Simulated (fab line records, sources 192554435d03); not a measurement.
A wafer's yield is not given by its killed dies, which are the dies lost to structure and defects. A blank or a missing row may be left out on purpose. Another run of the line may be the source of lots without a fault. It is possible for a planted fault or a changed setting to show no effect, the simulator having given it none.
Matching of chambers + flow n5-finfet + N5_MOL_CONTACT_COAG_STRIP_96 on rie-diel-04: 4 sister chambers
The step strips in N2/H2. 18 wafers are shown with their chamber, then 9 later ones without.

EACH WAFER AND ITS CHAMBER
| wafer  | chamber | drypump-motor-current-A (A) | throttle-valve-pct (%) | oes-product-au (a.u.) |
|--------|---------|-----------------------------|------------------------|-----------------------|
| L077.1 | 3       | 4.9                         | 19.0                   | 0.78                  |
| L077.4 | 2       | 5.6                         | 18.0                   | 0.90                  |
| L077.5 | 1       | 5.4                         | 19.0                   | 0.97                  |
| L080.2 | 2       | 5.5                         | 18.0                   | 0.88                  |
| L080.4 | 1       | 5.4                         | 19.0                   | 0.94                  |
| L080.5 | 2       | 5.5                         | 18.0                   | 0.87                  |
| L082.1 | 0       | 6.1                         | 18.5                   | 0.72                  |
| L082.4 | 2       | 5.5                         | 18.0                   | 0.87                  |
| L082.5 | 2       | 5.5                         | 18.0                   | 0.86                  |
| L084.1 | 1       | 5.4                         | 19.1                   | 0.93                  |
| L084.2 | 3       | 4.9                         | 19.1                   | 0.77                  |
| L084.5 | 2       | 5.5                         | 18.0                   | 0.85                  |
| L085.3 | 2       | 5.5                         | 18.0                   | 0.84                  |
| L085.4 | 0       | 6.1                         | 18.5                   | 0.72                  |
| L085.5 | 2       | 5.5                         | 18.0                   | 0.84                  |
| L087.1 | 2       | 5.5                         | 18.0                   | 0.84                  |
| L087.4 | 0       | 6.1                         | 18.5                   | 0.72                  |
| L087.6 | 0       | 6.1                         | 18.4                   | 0.72                  |

SIGNATURES (means of the wafers above)
| reading                 | chamber 0 | chamber 1 | chamber 2 | chamber 3 | scatter within a chamber |
|-------------------------|-----------|-----------|-----------|-----------|--------------------------|
| drypump-motor-current-A | 6.100     | 5.400     | 5.511     | 4.900     | 0.0252                   |
| throttle-valve-pct      | 18.475    | 19.033    | 18.000    | 19.050    | 0.037                    |
| oes-product-au          | 0.7200    | 0.9467    | 0.8611    | 0.7750    | 0.0177                   |
Rule: a wafer lies at a distance from a chamber equal to the root of the sum of squares, over the readings, of (its reading less the chamber's mean, divided by the reading's scatter). The wafer belongs to the nearest chamber; if the next one is less than 2 further off, it can't be placed. How the scatter is found: for the shown wafers, subtract from each reading the mean of its chamber, square and add these, divide the total by (wafers less chambers), then take the root.

WAFERS WITH NO CHAMBER GIVEN
| wafer  | drypump-motor-current-A (A) | throttle-valve-pct (%) | oes-product-au (a.u.) |
|--------|-----------------------------|------------------------|-----------------------|
| L094.1 | 5.4                         | 19.1                   | 0.89                  |
| L094.4 | 6.1                         | 18.5                   | 0.70                  |
| L094.5 | 5.5                         | 18.0                   | 0.83                  |
| L095.1 | 6.1                         | 18.5                   | 0.70                  |
| L095.3 | 5.5                         | 18.0                   | 0.82                  |
| L095.6 | 6.1                         | 18.5                   | 0.70                  |
| L096.2 | 6.1                         | 18.5                   | 0.71                  |
| L096.3 | 5.5                         | 18.0                   | 0.82                  |
| L096.5 | 5.5                         | 18.0                   | 0.82                  |

CHAMBER TAKEN BY EACH
| wafer  | from the rows above | in truth |
|--------|---------------------|----------|
| L094.1 | 1                   | 1        |
| L094.4 | 0                   | 0        |
| L094.5 | 2                   | 2        |
| L095.1 | 0                   | 0        |
| L095.3 | 2                   | 2        |
| L095.6 | 0                   | 0        |
| L096.2 | 0                   | 0        |
| L096.3 | 2                   | 2        |
| L096.5 | 2                   | 2        |
9 of 9 placed correctly. Not placeable from these rows: 0. Number placed wrongly: 0.
